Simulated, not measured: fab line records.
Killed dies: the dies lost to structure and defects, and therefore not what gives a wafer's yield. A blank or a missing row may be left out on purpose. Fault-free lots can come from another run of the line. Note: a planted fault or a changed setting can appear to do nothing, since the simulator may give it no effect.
Chamber matching    flow n5 finfet    rie diel-01 running N5_FIN_SAQP_ETCH_34: 4 sister chambers
The step etches SiO2 in C4F6/O2, target depth 45 nm, time 15 s. 18 wafers are shown with their chamber, then 9 later ones without.

== WAFERS, EACH WITH ITS CHAMBER ==
wafer   chamber  showerhead plenum p Torr (Torr)  throttle valve pct (%)  drypump motor current A (A)
L074.1  3        2.98                             21.04                   5.4
L074.5  3        2.98                             21.02                   5.3
L074.6  2        2.97                             21.23                   4.9
L076.1  0        2.89                             20.81                   6.3
L076.3  2        2.97                             21.23                   5.0
L076.6  2        2.97                             21.23                   5.0
L077.1  2        2.97                             21.24                   5.0
L077.3  3        2.97                             21.03                   5.3
L077.6  3        2.97                             21.05                   5.4
L082.1  2        2.97                             21.26                   4.9
L082.2  1        2.91                             20.99                   5.3
L082.4  3        2.97                             21.07                   5.3
L084.1  3        2.97                             21.06                   5.3
L084.2  0        2.89                             20.82                   6.4
L084.6  3        2.97                             21.06                   5.3
L085.2  1        2.91                             21.00                   5.2
L085.3  2        2.96                             21.25                   5.0
L085.6  0        2.89                             20.84                   6.4

SIGNATURES (means of the wafers above)
reading                   chamber 0  chamber 1  chamber 2  chamber 3  scatter within a chamber
showerhead plenum p Torr  2.8900     2.9100     2.9683     2.9729     0.00402
throttle valve pct        20.8233    20.9950    21.2400    21.0471    0.0153
drypump motor current A   6.367      5.250      4.967      5.329      0.053
Rule: for a wafer and a chamber, the distance is found by dividing, reading by reading, the gap between the wafer's reading and the chamber's mean by the reading's scatter, squaring, summing and taking the root. If the next closest chamber is less than 2 further off than the closest, the wafer can't be placed; otherwise it belongs to the closest. The scatter is the square root of a quotient: the sum, over the shown wafers, of each reading's squared deviation from its chamber's mean, divided by wafers minus chambers.

== WAFERS WHOSE CHAMBER IS MISSING ==
wafer   showerhead plenum p Torr (Torr)  throttle valve pct (%)  drypump motor current A (A)
L086.1  2.91                             20.98                   5.2
L086.3  2.88                             20.84                   6.3
L086.6  2.96                             21.26                   5.0
L093.1  2.90                             21.01                   5.2
L093.2  2.95                             21.30                   4.9
L093.4  2.88                             20.87                   6.4
L096.2  2.87                             20.86                   6.3
L096.3  2.96                             21.09                   5.3
L096.4  2.95                             21.32                   5.0

== EACH ONE'S CHAMBER ==
wafer   from the rows above  in truth
L086.1  1                    1
L086.3  0                    0
L086.6  2                    2
L093.1  1                    1
L093.2  2                    2
L093.4  0                    0
L096.2  0                    0
L096.3  3                    3
L096.4  2                    2
Placed correctly: 9 of 9. Not placeable from these rows: 0. Number placed wrongly: 0.
